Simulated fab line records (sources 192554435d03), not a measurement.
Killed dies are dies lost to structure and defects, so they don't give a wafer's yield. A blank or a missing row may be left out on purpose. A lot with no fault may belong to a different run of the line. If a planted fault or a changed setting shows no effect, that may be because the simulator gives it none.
Chamber matching | flow n5 finfet | cmp-01 running N5_ILD0_CMP_07: 4 sister chambers
The step polishes SiO2 flowable, stops on poly-Si, t overpolish 1.18 s, target thk 138.88 nm. 8 wafers are shown with their chamber, then 8 later ones without.

WAFERS, EACH WITH ITS CHAMBER
wafer  | chamber | motor current A (A) | slurry filter dp kPa (kPa)
L077.5 | 3       | 11.5                | 13.52
L082.2 | 3       | 11.6                | 13.52
L083.5 | 0       | 11.1                | 13.42
L084.3 | 0       | 11.3                | 13.37
L084.4 | 1       | 14.6                | 13.41
L091.4 | 1       | 15.3                | 13.45
L091.6 | 2       | 13.5                | 13.32
L093.3 | 2       | 13.1                | 13.52

WAFERS WITH NO CHAMBER GIVEN
wafer  | motor current A (A) | slurry filter dp kPa (kPa)
L093.4 | 14.6                | 13.44
L093.5 | 11.8                | 13.59
L095.1 | 10.9                | 13.54
L095.5 | 14.4                | 13.41
L095.6 | 12.7                | 13.36
L097.1 | 11.6                | 13.49
L097.4 | 14.1                | 13.59
L097.5 | 11.1                | 13.50

CHAMBER TAKEN BY EACH
wafer  | from the rows above     | in truth
L093.4 | 1                       | 1
L093.5 | 3                       | 3
L095.1 | can't be placed: 0 or 3 | 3
L095.5 | can't be placed: 1 or 2 | 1
L095.6 | 2                       | 2
L097.1 | can't be placed: 3 or 0 | 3
L097.4 | can't be placed: 2 or 1 | 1
L097.5 | can't be placed: 0 or 3 | 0
Correct placement for 3 of the 8. From these rows, 5 cannot be placed; in 5 the true chamber is one of the candidates. Wrongly placed: 0.
How it was worked out, from the rows above alone: a wafer's distance from a chamber is the root of the sum, over the readings, of the square of ((its reading less the chamber's mean) divided by the reading's scatter). If the next closest chamber is less than 2 further off than the closest, the wafer can't be placed; otherwise it belongs to the closest. Each chamber's mean is taken over the wafers shown for it. How the scatter is found: for the shown wafers, subtract from each reading the mean of its chamber, square and add these, divide the total by (wafers less chambers), then take the root.
